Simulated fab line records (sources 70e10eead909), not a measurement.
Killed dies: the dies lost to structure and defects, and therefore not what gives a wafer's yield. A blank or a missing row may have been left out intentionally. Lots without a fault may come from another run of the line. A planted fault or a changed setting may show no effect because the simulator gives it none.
A lot that was struck, set against a sound lot | flow nandHarc | 15 out of 1302 route steps
Sound: the wafers L159.2, L159.4, L159.6. Struck: wafers L147.2, L147.3, L147.5. Last of all comes the cause.
For every step that has rows: the tool of each side, followed by ch and its chambers, followed by its first start. Under that, the readings that differ: sound wafers | struck wafers | difference of the means | sigmas: that difference in standard deviations of wafers without a fault.
alike: words and numbers the same on both sides, and readings whose means are apart by under 2 such deviations; not compared: readings that were withheld, readings missing a value for some wafer, numbers with overlapping values and no deviation given by the record, and bounds like >300 which may hide the same value.
A row with sigmas, a row that says differs or no value, or rows on one side alone: a step with any of these is where the two part. When numbers do not overlap yet have no deviation, they are printed without sigmas and do not part them. Lack of a reading on every wafer of one side parts them only where that side has two or more wafers.

first, 1 step without rows for these wafers: NHARC_A_CHANNEL_HOLE_D2_SRD_30.
NHARC_A_CHANNEL_HOLE_D2_CD_MEAS_31:
  sound on cdSem-02 at day 21 05:43; struck on cdSem-02 at day 16 06:42
reading   | sound          | struck         | difference | sigmas
cdNm (nm) | 89.6 89.4 89.1 | 90.3 91.4 91.9 | +1.8       | +2
after that, 1 step had no rows for these wafers: NHARC_A_CHANNEL_HOLE_D2_XSEM_32.
NHARC_A_CHANNEL_HOLE_D2_INSPECT_40:
  sound on defectInspect-01 at day 21 05:55; struck on defectInspect-02 at day 16 06:53
  alike: rawDefectCount
then, 2 steps without rows for these wafers: NHARC_A_CHANNEL_FILL_D2_PRECLEAN_00 (cleans in SC1); NHARC_A_CHANNEL_FILL_D2_SRD_01.
NHARC_A_CHANNEL_FILL_D2_ALD_02: deposits SiO2, target thk 6 nm, pulse time 10 s, ald cycles 60.
  sound on aldHk-01 ch 1,3, day 21 06:07; struck on aldHk-03 ch 1,3, day 16 07:09
  alike: heaterPowerW, precursorPulseHeightRel
NHARC_A_CHANNEL_FILL_D2_ALD_03: deposits SiNx, target thk 6 nm, pulse time 60 s, ald cycles 58.
  sound: aldSinBatch-02 ch 0; struck: aldSinBatch-03 ch 0
  alike: precursorPulseHeightRel
then, 1 step without rows for these wafers: NHARC_A_CHANNEL_FILL_D2_ALD_14 (deposits SiO2, target thk 2.5 nm, pulse time 10 s, ald cycles 25).
NHARC_A_CHANNEL_FILL_D2_ALD_15: deposits SiNx, target thk 2 nm, pulse time 60 s, ald cycles 19.
  sound: aldSinBatch-02 ch 0; struck: aldSinBatch-02 ch 0
  alike: precursorPulseHeightRel
NHARC_A_CHANNEL_FILL_D2_ALD_16: deposits SiO2, target thk 1.5 nm, pulse time 10 s, ald cycles 15.
  sound on aldHk-01 ch 0,1, day 21 18:50; struck on aldHk-03 ch 0,1,2, day 16 19:22
  alike: heaterPowerW, precursorPulseHeightRel
then, 1 step without rows for these wafers: NHARC_A_CHANNEL_FILL_D2_ANNEAL_17 (time 1800 s).
NHARC_A_CHANNEL_FILL_D2_CVD_18: deposits poly-Si, target thk 3 nm.
  sound on lpcvdPoly-04 ch 0, day 22 05:26; struck on lpcvdPoly-04 ch 0, day 17 04:22
  alike: zonePowerBottomPct, zonePowerUpperPct
NHARC_A_CHANNEL_FILL_D2_ETCHBACK_19: etches the open film in HBr/Cl2, target depth 5 nm, time 1.7 s.
  sound on rieSi-06 ch 1,2,3, day 22 07:32; struck on rieSi-06 ch 0,2, day 17 06:46
  alike: drypumpMotorCurrentA, mfcCl2Sccm, oesProductAu, throttleValvePct
  not compared: rfHoursCounterH
-- jump in the record: it breaks off in module A_CHANNEL_FILL_D2 and resumes in module END (first step shown: number 1302 of the route), and 10 days separate the struck wafers' starts before and after --
NHARC_END_SORT_01:
  at this point the record logs the struck wafers (prober-02 ch 0, day 27 08:04) and has no rows for the sound ones

== WHERE THEY PART ==
Last at NHARC_END_SORT_01 as far as this record goes, first at NHARC_A_CHANNEL_HOLE_D2_CD_MEAS_31.

WHY: whatever the simulator had introduced
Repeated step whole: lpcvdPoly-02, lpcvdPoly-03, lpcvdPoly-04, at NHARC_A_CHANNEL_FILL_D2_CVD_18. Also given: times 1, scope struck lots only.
